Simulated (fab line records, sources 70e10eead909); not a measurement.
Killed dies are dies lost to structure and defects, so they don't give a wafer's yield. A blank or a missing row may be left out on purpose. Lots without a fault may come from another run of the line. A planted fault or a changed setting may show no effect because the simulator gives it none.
fab line records | flow nand_harc
record lots=12 wafers=36 last_day=24
route steps=1159 shown P_GATE@144 END@1159
lots that met no fault: from a run of the same line without faults
start_h: hours from the record's first day to the start of the lot's first wafer shown | wait_h: hours since the lot's step before | " the same as in the row above | L1.1+2: a row that stands for several wafers | - no value, or no start given | * or withheld: withheld | < > ~ a bound
route shown NAME@n: a module of which the file shows steps, and the number in the route of the first | usual: mean/standard deviation of fault-free wafers | same: alike in all rows | chamber/n: place in a boat | sites: the reading at each site | _std_site: their standard deviation | _edge_site: outer sites' mean less inner sites' | radius_mm: how far each site lies from the wafer's centre | mask NAME#n: copy n | behind: the tool/chamber that last shaped the wafer | hold: why the lot was held/for how many hours/how that ended | device: the transistor (n, p or np) that didn't switch | end of line: the same wafers' tests at the end of the route | a step without rows: its recipe alone | killed: dies lost to structure and defects at the first sort, not the wafer's yield | map: a wafer's dies, x killed, . not, _ none there
set.NAME: the setting as run; set.NAME@STEP: as run at that earlier step | model.NAME: the simulator's own value behind a step, which no gauge read
steps of the route over a sample of lots; a table a step, a row a wafer
services: from which hour (start_h, from the record's first day; less than 0 if before it) a tool's chamber was out of use, for how many hours, and why
## steps
# step NHARC_P_GATE_DESCUM_31
# recipe time_s=3 o2_flow_sccm=200 ar_flow_sccm=0 bias_power_w=0 chemistry=O2
# usual drypump_motor_current_A=6.0/0.39 oes_product_au=0.993/0.012 rf_vpp_V=57.8/0.98 showerhead_plenum_p_Torr=1.91/0.1 throttle_valve_pct=11.313/0.0083
# columns lot.wafer tool chamber start_h wait_h drypump_motor_current_A oes_product_au rf_hours_counter_h rf_vpp_V showerhead_plenum_p_Torr throttle_valve_pct
L136.1 rie_diel-03 2 88.17 0.1 5.6 0.994 8 60.1 2.03 11.340
L136.2 " 3 " " 6.7 0.968 10 58.2 1.87 11.315
L136.5 " 2 " " 5.6 0.980 - 58.8 2.03 11.308
L139.3 rie_diel-03 1 103.90 0.1 6.0 0.994 13 55.9 1.80 11.309
L139.4 " 0 " " 5.9 0.994 13 57.3 1.91 11.303
L139.6 " 1 " " 6.0 0.987 - 58.2 1.80 11.307
L138.2 rie_diel-12 2 104.05 0.1 5.3 0.998 27 56.4 1.83 11.331
L138.4 " 3 " " 5.6 0.994 26 57.4 2.00 11.311
L138.5 " 1 " " 5.9 1.013 - 56.5 1.78 11.324
L140.3 rie_diel-11 0 111.01 0.1 5.8 0.997 32 57.7 1.84 11.319
L140.2 " 2 " " 6.1 1.015 30 57.5 1.77 11.319
L140.5 " 3 " " 6.6 0.974 - 57.1 1.82 11.313
L141.3 rie_diel-11 1 121.19 0.1 5.6 1.015 24 57.5 2.07 11.315
L141.2 " 2 " " 6.1 1.007 34 57.0 1.77 11.314
L141.6 " 3 " " 6.6 0.973 - 57.0 1.81 11.315
L143.1 rie_diel-11 0 124.47 0.1 5.8 0.986 35 57.9 1.84 11.317
L143.2 " 2 " " 6.1 1.013 34 58.1 1.77 11.308
L143.4 " 3 " " 6.6 0.981 33 56.6 1.81 11.323
L145.3 rie_diel-03 1 140.46 0.1 6.0 0.993 17 58.4 1.80 11.321
L145.1 " 2 " " 5.5 0.986 16 60.1 2.03 11.302
L145.5 " 0 " " 5.9 0.996 - 57.8 1.91 11.289
L144.1 rie_diel-03 1 140.95 0.1 6.0 0.994 17 57.1 1.80 11.300
L144.3 " 3 " " 6.7 0.992 19 58.8 1.87 11.310
L144.5 " 2 " " 5.5 0.982 - 57.3 2.03 11.313
L147.1 rie_diel-12 3 156.00 0.1 5.5 0.985 45 59.1 1.99 11.318
L147.4 " 0 " " 6.1 1.014 46 56.9 2.01 11.318
L147.5 " 0 " " 6.1 1.009 - 58.2 2.01 11.310
L155.2 rie_diel-12 0 198.12 0.1 6.1 1.011 62 57.8 2.00 11.311
L155.1 " 1 " " 6.0 1.005 64 57.7 1.77 11.315
L155.6 " 3 " " 5.5 0.993 - 57.7 1.99 11.327
L156.1 rie_diel-11 2 212.45 0.1 6.1 0.976 6 58.3 2.07 11.314
L156.4 " 0 " " 5.7 1.000 7 57.4 1.83 11.307
L156.6 " 2 " " 6.1 0.994 - 58.9 2.07 11.313
L159.2 rie_diel-11 2 220.99 0.1 6.1 0.992 10 60.0 2.07 11.301
L159.4 " 3 " " 6.6 0.993 11 58.5 1.80 11.314
L159.6 " 2 " " 6.1 0.992 - 58.8 2.07 11.308
# step NHARC_P_GATE_DESCUM_48
# recipe time_s=3 o2_flow_sccm=200 ar_flow_sccm=0 bias_power_w=0 chemistry=O2
# usual drypump_motor_current_A=5.9/0.39 oes_product_au=0.995/0.013 rf_vpp_V=57.7/0.91 showerhead_plenum_p_Torr=1.91/0.11 throttle_valve_pct=11.312/0.0089
# columns lot.wafer tool chamber start_h wait_h drypump_motor_current_A oes_product_au rf_hours_counter_h rf_vpp_V showerhead_plenum_p_Torr throttle_valve_pct
L136.2 rie_diel-11 0 100.13 - 5.8 0.991 27 56.9 1.84 11.329
L136.1 " 2 " " 6.1 1.014 26 55.0 1.78 11.308
L136.5 " 0 " " 5.8 1.005 - 58.1 1.84 11.312
L138.4 rie_diel-11 2 115.89 - 6.1 1.025 31 56.4 1.77 11.302
L138.2 " 3 " " 6.6 0.985 30 59.1 1.81 11.311
L138.5 " 0 " " 5.8 1.003 - 57.9 1.84 11.296
L139.4 rie_diel-03 3 116.04 - 6.7 0.961 14 57.5 1.87 11.316
L139.3 " 0 " " 5.9 0.984 14 57.6 1.91 11.309
L139.6 " 2 " " 5.5 0.977 - 57.3 2.03 11.302
L140.2 rie_diel-12 3 123.08 - 5.6 0.983 32 59.1 2.00 11.317
L140.3 " 1 " " 5.9 1.031 34 57.0 1.78 11.306
L140.5 " 2 " " 5.3 1.004 - 57.3 1.83 11.314
L141.3 rie_diel-11 0 133.42 - 5.8 1.009 38 58.0 1.84 11.312
L141.2 " 1 " " 5.7 1.013 28 57.4 2.07 11.307
L141.6 " 3 " " 6.6 0.982 - 57.6 1.81 11.306
L143.2 rie_diel-12 2 136.44 - 5.3 0.994 37 58.0 1.83 11.328
L143.1 " 3 " " 5.6 0.977 36 57.5 2.00 11.314
L143.4 " 1 " " 5.9 1.021 38 56.7 1.78 11.317
L145.1 rie_diel-11 1 152.45 - 5.7 0.994 33 57.5 2.06 11.305
L145.3 " 3 " " 6.6 0.988 43 58.7 1.81 11.309
L145.5 " 1 " " 5.7 1.002 - 58.8 2.06 11.313
L144.1 rie_diel-11 1 155.61 - 5.7 0.995 35 59.2 2.06 11.320
L144.3 " 2 " " 6.1 1.018 45 56.4 1.77 11.306
L144.5 " 3 " " 6.7 0.993 - 57.1 1.81 11.313
L147.1 rie_diel-11 1 168.81 - 5.7 1.009 42 58.1 2.06 11.302
L147.4 " 0 " " 5.8 0.996 52 59.0 1.83 11.325
L147.5 " 2 " " 6.1 0.990 - 57.1 1.77 11.319
L155.1 rie_diel-03 2 210.09 - 5.5 0.995 32 58.6 2.02 11.305
L155.2 " 0 " " 5.9 0.996 33 56.7 1.91 11.305
L155.6 " 2 " " 5.5 0.996 - 57.9 2.02 11.311
L156.4 rie_diel-11 0 224.46 - 5.8 0.993 13 57.3 1.82 11.304
L156.1 " 3 " " 6.6 0.997 13 57.7 1.80 11.307
L156.6 " 0 " " 5.8 0.992 - 57.5 1.82 11.305
L159.4 rie_diel-12 0 233.72 - 6.1 0.975 8 57.9 2.00 11.330
L159.2 " 2 " " 5.3 0.987 8 58.9 1.82 11.300
L159.6 " 1 " " 5.9 0.995 - 59.1 2.07 11.280
# step NHARC_P_GATE_STRIP_111
# recipe power_w=1500 temp_c=110 time_s=250 chemistry=N2/H2
# usual drypump_motor_current_A=6.2/0.33 heater_power_w=85/10
# columns lot.wafer tool chamber start_h wait_h drypump_motor_current_A heater_power_w rf_hours_counter_h
L136.1 plasma_asher-02 1 100.53 0.2 6.1 83 28
L136.2 " 0 " " 5.7 71 28
L136.5 " 1 " " 6.1 85 -
L138.2 plasma_asher-02 1 116.29 0.2 6.1 83 36
L138.4 " 0 " " 5.7 70 -
L138.5 " 0 " " 5.7 73 -
L139.3 plasma_asher-01 0 116.56 0.3 6.5 102 -
L139.4 " 1 " " 6.5 89 -
L139.6 " 0 " " 6.5 97 -
L140.2 plasma_asher-01 1 123.48 0.2 6.5 89 5
L140.3 " 0 " " 6.5 98 -
L140.5 " 0 " " 6.5 100 -
L141.2 plasma_asher-01 0 133.96 0.3 6.5 100 7
L141.3 " 0 " " 6.5 99 -
L141.6 " 0 " " 6.5 100 -
L143.1 plasma_asher-02 0 136.81 0.2 5.7 72 45
L143.2 " 1 " " 6.1 83 45
L143.4 " 1 " " 6.1 86 -
L145.1 plasma_asher-01 0 152.83 0.2 6.5 100 13
L145.3 " 1 " " 6.5 88 -
L145.5 " 1 " " 6.5 89 -
L144.1 plasma_asher-02 0 155.95 0.2 5.7 71 51
L144.3 " 0 " " 5.7 73 -
L144.5 " 1 " " 6.1 82 -
L147.1 plasma_asher-01 1 169.18 0.2 6.5 89 18
L147.4 " 0 " " 6.5 99 -
L147.5 " 1 " " 6.5 89 -
L155.2 plasma_asher-01 0 210.45 0.2 6.4 100 36
L155.1 " 1 " " 6.5 88 36
L155.6 " 0 " " 6.4 99 -
L156.1 plasma_asher-01 0 224.83 0.2 6.4 99 42
L156.4 " 0 " " 6.5 100 -
L156.6 " 1 " " 6.5 89 -
L159.2 plasma_asher-02 0 234.14 0.2 5.7 73 15
L159.4 " 1 " " 6.1 75 -
L159.6 " 1 " " 6.1 78 -
# step NHARC_P_GATE_RTA_64
# recipe temp_c=1050 time_s=1
# usual lamp_power_pct=34.98/0.13 lamp_zone_3_pct=34.98/0.13 wafer_temp_C_max=1054.8/1.4
# columns lot.wafer tool chamber start_h wait_h lamp_power_pct lamp_zone_3_pct wafer_temp_C_max
L136.1 rtp_anneal-01 0 106.36 - 35.07 35.09 1057.0
L136.2 " 0 " " 35.17 35.08 1054.8
L136.5 " 0 " " 35.07 35.12 1056.3
L138.2 rtp_anneal-01 0 120.92 - 35.15 35.11 1055.0
L138.4 " 0 " " 35.06 35.12 1054.7
L138.5 " 0 " " 35.15 35.12 1055.9
L139.3 rtp_anneal-01 0 121.77 - 35.14 35.14 1054.9
L139.4 " 0 " " 35.08 35.16 1054.6
L139.6 " 0 " " 35.19 35.12 1058.6
L140.2 rtp_anneal-01 0 128.09 - 35.18 35.05 1055.1
L140.3 " 0 " " 35.16 35.07 1056.1
L140.5 " 0 " " 35.11 35.14 1055.0
L141.2 rtp_anneal-01 0 139.00 - 35.12 35.03 1056.1
L141.3 " 0 " " 35.04 35.10 1056.3
L141.6 " 0 " " 35.09 35.09 1055.2
L143.1 rtp_anneal-02 0 141.52 - 34.84 34.80 1053.4
L143.2 " 0 " " 34.79 34.82 1053.6
L143.4 " 0 " " 34.88 34.69 1052.9
L145.1 rtp_anneal-02 0 157.64 - 34.85 34.84 1054.5
L145.3 " 0 " " 34.85 34.88 1052.8
L145.5 " 0 " " 34.86 34.80 1054.3
L144.1 rtp_anneal-01 0 160.75 - 35.13 35.13 1054.7
L144.3 " 0 " " 35.12 35.11 1054.2
L144.5 " 0 " " 35.09 35.12 1055.2
L147.1 rtp_anneal-01 0 174.26 - 35.07 35.09 1056.7
L147.4 " 0 " " 35.16 35.08 1054.7
L147.5 " 0 " " 35.06 35.03 1058.6
L155.1 rtp_anneal-02 0 215.28 - 34.89 34.86 1052.7
L155.2 " 0 " " 34.89 34.89 1054.1
L155.6 " 0 " " 34.91 34.88 1052.9
L156.1 rtp_anneal-01 0 229.95 - 35.09 35.09 1057.3
L156.4 " 0 " " 35.13 35.09 1056.5
L156.6 " 0 " " 35.11 35.13 1056.0
L159.2 rtp_anneal-02 0 238.94 - 34.79 34.89 1054.4
L159.4 " 0 " " 34.91 34.86 1053.0
L159.6 " 0 " " 34.79 34.84 1053.2
# step NHARC_P_GATE_INSPECT_68
# usual raw_defect_count=198/72
# columns lot.wafer tool chamber start_h wait_h raw_defect_count
L136.1 defect_inspect-02 - 107.62 0.2 257
L136.2 " - " " 213
L136.5 " - " " 269
L138.2 defect_inspect-02 - 122.17 0.1 88
L138.4 " - " " 93
L138.5 " - " " 96
L139.3 defect_inspect-01 - 122.97 0.1 125
L139.4 " - " " 193
L139.6 " - " " 177
L140.2 defect_inspect-01 - 129.37 0.1 279
L140.3 " - " " 235
L140.5 " - " " 260
L141.2 defect_inspect-01 - 140.23 0.1 378
L141.3 " - " " 254
L141.6 " - " " 215
L143.1 defect_inspect-02 - 142.82 0.2 184
L143.2 " - " " 117
L143.4 " - " " 187
L145.1 defect_inspect-01 - 159.14 0.2 140
L145.3 " - " " 386
L145.5 " - " " 156
L144.1 defect_inspect-02 - 162.19 0.2 310
L144.3 " - " " 248
L144.5 " - " " 340
L147.1 defect_inspect-02 - 175.65 0.2 120
L147.4 " - " " 99
L147.5 " - " " 145
L155.1 defect_inspect-01 - 216.54 0.2 580
L155.2 " - " " 196
L155.6 " - " " 184
L156.1 defect_inspect-01 - 231.39 0.2 178
L156.4 " - " " 153
L156.6 " - " " 648
L159.2 defect_inspect-01 - 240.24 0.1 167
L159.4 " - " " 263
L159.6 " - " " 230
# step NHARC_END_SORT_01
# recipe temp_c=25
# usual killed_at_array=25/10 killed_at_other=0.6/0.91 killed_at_periphery=3.6/2.9 killed_dies=29/10 killed_open=3.3/2 killed_short=1.9/1.5
# same gross_dies=677
# columns lot.wafer tool chamber start_h wait_h killed_at_array killed_at_other killed_at_periphery killed_dies killed_open killed_short
L155.1 prober-01 0 540.33 2.5 7 0 81 88 0 0
L155.2 prober-01 0 541.12 2.8 15 0 2 17 1 0
L155.6 prober-01 0 544.29 4.0 18 1 5 24 7 1
L156.1 prober-01 0 559.32 2.5 28 0 2 30 4 3
L156.4 prober-01 0 561.73 3.4 33 0 8 41 3 1
L156.6 prober-01 0 563.35 4.0 23 1 84 108 1 2
# killed by level:class
L155.1 P_GATE:unspecified=79 A_CHANNEL_HOLE_D1:chamber_film_flake=3 P_GATE:chamber_film_flake=2 A_STAIRCASE:chamber_film_flake=2 A_CONTACT:chamber_film_flake=1 A_BONDPAD:chamber_film_flake=1
L155.2 A_STAIRCASE:chamber_film_flake=6 A_CHANNEL_HOLE_D1:chamber_film_flake=3 P_GATE:chamber_film_flake=2 A_CHANNEL_FILL_D1:chamber_film_flake=2 A_BLC:chamber_film_flake=2 A_CHANNEL_HOLE_D1:geometric_particle:open=1 A_CONTACT:chamber_film_flake=1
L155.6 A_CHANNEL_HOLE_D1:chamber_film_flake=7 P_CONTACT:geometric_particle:open=3 A_STAIRCASE:chamber_film_flake=3 A_BLC:chamber_film_flake=3 P_M0:geometric_particle:open=1 A_ONON_D1:geometric_particle:open=1 A_CHANNEL_FILL_D1:geometric_particle:open=1 A_CHANNEL_FILL_D1:geometric_particle:short=1
L156.1 A_CHANNEL_HOLE_D1:chamber_film_flake=9 A_CONTACT:chamber_film_flake=7 A_WL_FILL:chamber_film_flake=3 P_M0:geometric_particle:short=1 A_ONON_D1:geometric_particle:short=1 A_CHANNEL_HOLE_D1:geometric_particle:open=1 A_CHANNEL_FILL_D1:geometric_particle:short=1 A_CHANNEL_FILL_D1:geometric_particle:open=1
L156.4 A_CHANNEL_HOLE_D1:chamber_film_flake=12 A_CONTACT:chamber_film_flake=6 A_BLC:chamber_film_flake=5 P_STI:chamber_film_flake=4 A_STAIRCASE:chamber_film_flake=3 P_GATE:chamber_film_flake=2 A_SGD_CUT:chamber_film_flake=2 A_WL_FILL:chamber_film_flake=2
L156.6 P_GATE:unspecified=81 A_CONTACT:chamber_film_flake=8 A_CHANNEL_HOLE_D1:chamber_film_flake=4 A_STAIRCASE:chamber_film_flake=4 A_WL_FILL:chamber_film_flake=2 A_SOURCE_PLATE:geometric_particle:short=1 A_CHANNEL_FILL_D1:geometric_particle:open=1 A_WL_FILL:geometric_particle:short=1
## services
# columns tool chamber start_h hours kind
plasma_asher-02 - 65.61 4.6 repair
rie_diel-11 0 70.59 - clean
rie_diel-11 1 70.59 - clean
rie_diel-11 2 70.59 - clean
rie_diel-11 3 70.59 - clean
plasma_asher-01 - 72.21 2.2 repair
rie_diel-11 1 73.61 14.5 repair
rie_diel-11 0 95.09 - clean
rie_diel-11 1 95.09 - clean
rie_diel-11 2 95.09 - clean
rie_diel-11 3 95.09 - clean
plasma_asher-01 - 99.00 9.0 pm
rie_diel-11 1 104.11 4.5 repair
rie_diel-11 0 119.63 - clean
rie_diel-11 1 119.63 - clean
rie_diel-11 2 119.63 - clean
plasma_asher-01 - 123.99 6.7 repair
rie_diel-03 3 148.73 7.9 repair
rie_diel-11 - 155.07 0.5 repair
plasma_asher-02 - 183.02 9.0 pm
plasma_asher-01 - 187.74 3.9 repair
rie_diel-11 - 189.52 9.0 pm
rie_diel-12 - 202.53 9.0 pm
rie_diel-03 - 215.30 9.0 pm
## key
first_sign step=NHARC_P_GATE_INSPECT_68 reading=raw_defect_count direction=up sigmas=5.8 usual=198 struck=614
effect step=NHARC_END_SORT_01 reading=killed_at_periphery direction=up sigmas=27 usual=3.6 struck=82.5
more_kills_born_at NHARC_P_GATE_STRIP_111@plasma_asher-01=160
met_at NHARC_P_GATE_STRIP_111
struck_lots L155,L156
struck_wafers L155.1,L156.6
tester_left_out L155,L156
not_acting_at NHARC_P_GATE_DESCUM_31,NHARC_P_GATE_DESCUM_48,NHARC_P_GATE_RTA_64
onset_between 169.18 210.45
fault kind=chamber_particle_source tool=plasma_asher-01 chamber=1 onset_h=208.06 steps=NHARC_P_GATE_STRIP_111 rate_per_visit_cm2=0.6791 end_h=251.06
# tester_left_out: of these lots the tester's yield and bins aren't shown, on N5 and GAA mostly nor the transistor test; their killed dies are dies lost to structure and defects alone, not to doping, threshold or leakage, so they don't give the yield
